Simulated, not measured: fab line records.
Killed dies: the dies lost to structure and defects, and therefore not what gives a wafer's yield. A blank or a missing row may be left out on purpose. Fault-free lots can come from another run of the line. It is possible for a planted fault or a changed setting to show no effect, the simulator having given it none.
Matching of chambers || flow n5 finfet || rie diel-02 running N5_MIM_BOT_LITHO_DESCUM_10: 4 sister chambers
The step chemistry O2, time 7.9 s. 14 wafers are shown with their chamber, then 7 later ones without.

== EACH WAFER AND ITS CHAMBER ==
{"wafer": "L782.2", "chamber": 0, "showerhead plenum p Torr (Torr)": 2.03, "drypump motor current A (A)": 5.7, "throttle valve pct (%)": 20.14}
{"wafer": "L782.5", "chamber": 2, "showerhead plenum p Torr (Torr)": 2.24, "drypump motor current A (A)": 5.3, "throttle valve pct (%)": 20.12}
{"wafer": "L782.6", "chamber": 3, "showerhead plenum p Torr (Torr)": 2.09, "drypump motor current A (A)": 5.8, "throttle valve pct (%)": 20.17}
{"wafer": "L785.1", "chamber": 3, "showerhead plenum p Torr (Torr)": 2.09, "drypump motor current A (A)": 5.8, "throttle valve pct (%)": 20.17}
{"wafer": "L785.2", "chamber": 1, "showerhead plenum p Torr (Torr)": 2.15, "drypump motor current A (A)": 6.1, "throttle valve pct (%)": 20.58}
{"wafer": "L785.3", "chamber": 2, "showerhead plenum p Torr (Torr)": 2.24, "drypump motor current A (A)": 5.3, "throttle valve pct (%)": 20.14}
{"wafer": "L791.2", "chamber": 2, "showerhead plenum p Torr (Torr)": 2.23, "drypump motor current A (A)": 5.3, "throttle valve pct (%)": 20.18}
{"wafer": "L791.5", "chamber": 0, "showerhead plenum p Torr (Torr)": 2.02, "drypump motor current A (A)": 5.7, "throttle valve pct (%)": 20.17}
{"wafer": "L791.6", "chamber": 3, "showerhead plenum p Torr (Torr)": 2.08, "drypump motor current A (A)": 5.8, "throttle valve pct (%)": 20.18}
{"wafer": "L792.1", "chamber": 1, "showerhead plenum p Torr (Torr)": 2.14, "drypump motor current A (A)": 6.0, "throttle valve pct (%)": 20.30}
{"wafer": "L792.3", "chamber": 3, "showerhead plenum p Torr (Torr)": 2.08, "drypump motor current A (A)": 5.8, "throttle valve pct (%)": 20.19}
{"wafer": "L792.5", "chamber": 2, "showerhead plenum p Torr (Torr)": 2.23, "drypump motor current A (A)": 5.3, "throttle valve pct (%)": 20.16}
{"wafer": "L801.1", "chamber": 2, "showerhead plenum p Torr (Torr)": 2.22, "drypump motor current A (A)": 5.3, "throttle valve pct (%)": 20.20}
{"wafer": "L801.2", "chamber": 0, "showerhead plenum p Torr (Torr)": 2.01, "drypump motor current A (A)": 5.6, "throttle valve pct (%)": 20.21}

SIGNATURES (averages over the wafers above)
{"reading": "showerhead plenum p Torr", "chamber 0": 2.0200, "chamber 1": 2.1450, "chamber 2": 2.2320, "chamber 3": 2.0850, "scatter within a chamber": 0.00794}
{"reading": "drypump motor current A", "chamber 0": 5.667, "chamber 1": 6.050, "chamber 2": 5.300, "chamber 3": 5.800, "scatter within a chamber": 0.0342}
{"reading": "throttle valve pct", "chamber 0": 20.1733, "chamber 1": 20.4400, "chamber 2": 20.1600, "chamber 3": 20.1775, "scatter within a chamber": 0.0678}
Rule: distance of a wafer from a chamber = root of the sum over the readings of ((wafer's reading minus chamber's mean) / reading's scatter) squared. The wafer belongs to the nearest chamber; if the next one is less than 2 further off, it can't be placed. The scatter: the root of (the sum of the squares of (reading less its chamber's mean) over the shown wafers, divided by (wafers less chambers)).

== WAFERS MISSING THEIR CHAMBER ==
{"wafer": "L801.6", "showerhead plenum p Torr (Torr)": 2.13, "drypump motor current A (A)": 6.0, "throttle valve pct (%)": 20.34}
{"wafer": "L804.3", "showerhead plenum p Torr (Torr)": 2.07, "drypump motor current A (A)": 5.8, "throttle valve pct (%)": 20.24}
{"wafer": "L804.4", "showerhead plenum p Torr (Torr)": 2.01, "drypump motor current A (A)": 5.7, "throttle valve pct (%)": 20.21}
{"wafer": "L804.6", "showerhead plenum p Torr (Torr)": 2.01, "drypump motor current A (A)": 5.7, "throttle valve pct (%)": 20.22}
{"wafer": "L805.2", "showerhead plenum p Torr (Torr)": 2.01, "drypump motor current A (A)": 5.7, "throttle valve pct (%)": 20.22}
{"wafer": "L805.3", "showerhead plenum p Torr (Torr)": 2.22, "drypump motor current A (A)": 5.3, "throttle valve pct (%)": 20.21}
{"wafer": "L805.5", "showerhead plenum p Torr (Torr)": 2.01, "drypump motor current A (A)": 5.7, "throttle valve pct (%)": 20.21}

== WHICH CHAMBER EACH WENT THROUGH ==
{"wafer": "L801.6", "from the rows above": 1, "in truth": 1}
{"wafer": "L804.3", "from the rows above": 3, "in truth": 3}
{"wafer": "L804.4", "from the rows above": 0, "in truth": 0}
{"wafer": "L804.6", "from the rows above": 0, "in truth": 0}
{"wafer": "L805.2", "from the rows above": 0, "in truth": 0}
{"wafer": "L805.3", "from the rows above": 2, "in truth": 2}
{"wafer": "L805.5", "from the rows above": 0, "in truth": 0}
Correctly placed: 7 of 7. Can't be placed from these rows: 0. Number placed wrongly: 0.
